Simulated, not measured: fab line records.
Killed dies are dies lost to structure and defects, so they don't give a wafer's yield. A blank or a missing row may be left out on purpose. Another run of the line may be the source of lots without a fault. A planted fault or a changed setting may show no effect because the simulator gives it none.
One fault seen from 3 desks | flow n5-finfet | each desk holds nothing but its own numbers, with what lay behind them at the end

== THE DEFECT DESK ==
Counts from the inspections along the route, per lot, as means over the sampled wafers that have a number. If a lot's mean is further than 4 standard deviations from the usual mean, the lot is out of limits and carries the mark OUT (the distance appears in the brackets).
Columns: A = raw-defect-count at N5_BEOL_M8_INSPECT_13, usual 394
lot  | first seen here | A
L786 | day 10 10:17    | 368
L796 | day 13 11:25    | 389
L797 | day 13 18:53    | 440
L801 | day 14 00:19    | 406
L800 | day 14 17:51    | 391
L806 | day 15 15:56    | 314
L809 | day 17 05:29    | 523
This desk found nothing out of limits on any of the 7 lots.

== THE TOOL OWNER'S DESK: rie-metal-03 ==
The tool's own readings at N5_BEOL_M8_HM_OPEN_17 (chemistry Cl2/BCl3, target TiN, target depth 20 nm, overetch 6 nm): means of the sampled wafers that have a number, for each lot that ran on this tool. If a lot's mean is further than 4 standard deviations from the usual mean, the lot is out of limits and carries the mark OUT (the distance appears in the brackets).
Columns: A = bcl3-flow-sccm at N5_BEOL_M8_HM_OPEN_17, usual 21.74 sccm; B = drypump-motor-current-A at N5_BEOL_M8_HM_OPEN_17, usual 5.7 A; C = he-backside-leak-sccm at N5_BEOL_M8_HM_OPEN_17, usual 3.32 sccm; D = oes_ar_750_au at N5_BEOL_M8_HM_OPEN_17, usual 0.79 a.u.; E = oes-product-au at N5_BEOL_M8_HM_OPEN_17, usual 0.68 a.u.; F = throttle-valve-pct at N5_BEOL_M8_HM_OPEN_17, usual 22.10 %
lot  | first seen here | A     | B   | C    | D    | E    | F
L796 | day 13 12:18    | 21.68 | 5.5 | 3.48 | 0.75 | 0.65 | 22.16
L797 | day 13 19:12    | 21.74 | 5.5 | 3.49 | 0.75 | 0.64 | 22.16
L801 | day 14 00:37    | 21.67 | 5.5 | 3.41 | 0.75 | 0.65 | 22.17
L800 | day 14 18:10    | 21.73 | 5.5 | 3.42 | 0.75 | 0.63 | 22.18
This desk found nothing out of limits on any of the 4 lots.

== AT THE METROLOGY DESK ==
Lot by lot, what the gauges showed, no matter which tool ran the lot: averages of those sampled wafers that carry a number. If a lot's mean is further than 4 standard deviations from the usual mean, the lot is out of limits and carries the mark OUT (the distance appears in the brackets).
Columns: A = cd-nm at N5_BEOL_M8_CD_MEAS_11, usual 38.6 nm; B = M8_OVL at N5_BEOL_M8_OVL_MEAS_12, usual 0.3 nm
lot  | first seen here | A    | B
L786 | day 10 10:14    | 38.2 | -0.0
L796 | day 13 11:21    | 38.3 | 0.2
L797 | day 13 18:50    | 38.9 | -0.3
L801 | day 14 00:16    | 38.4 | 0.2
L800 | day 14 17:48    | 38.8 | 0.3
L806 | day 15 15:52    | 38.6 | 0.8
L809 | day 17 05:26    | 38.9 | -0.2
This desk found nothing out of limits on any of the 7 lots.

== TAKEN TOGETHER ==
Nothing the defect desk looked at was out of limits.
Nothing out of limits was seen by the tool owner's desk.
Nothing out of limits was seen by the metrology desk.

== WHAT WAS PUT IN BY THE SIMULATOR ==
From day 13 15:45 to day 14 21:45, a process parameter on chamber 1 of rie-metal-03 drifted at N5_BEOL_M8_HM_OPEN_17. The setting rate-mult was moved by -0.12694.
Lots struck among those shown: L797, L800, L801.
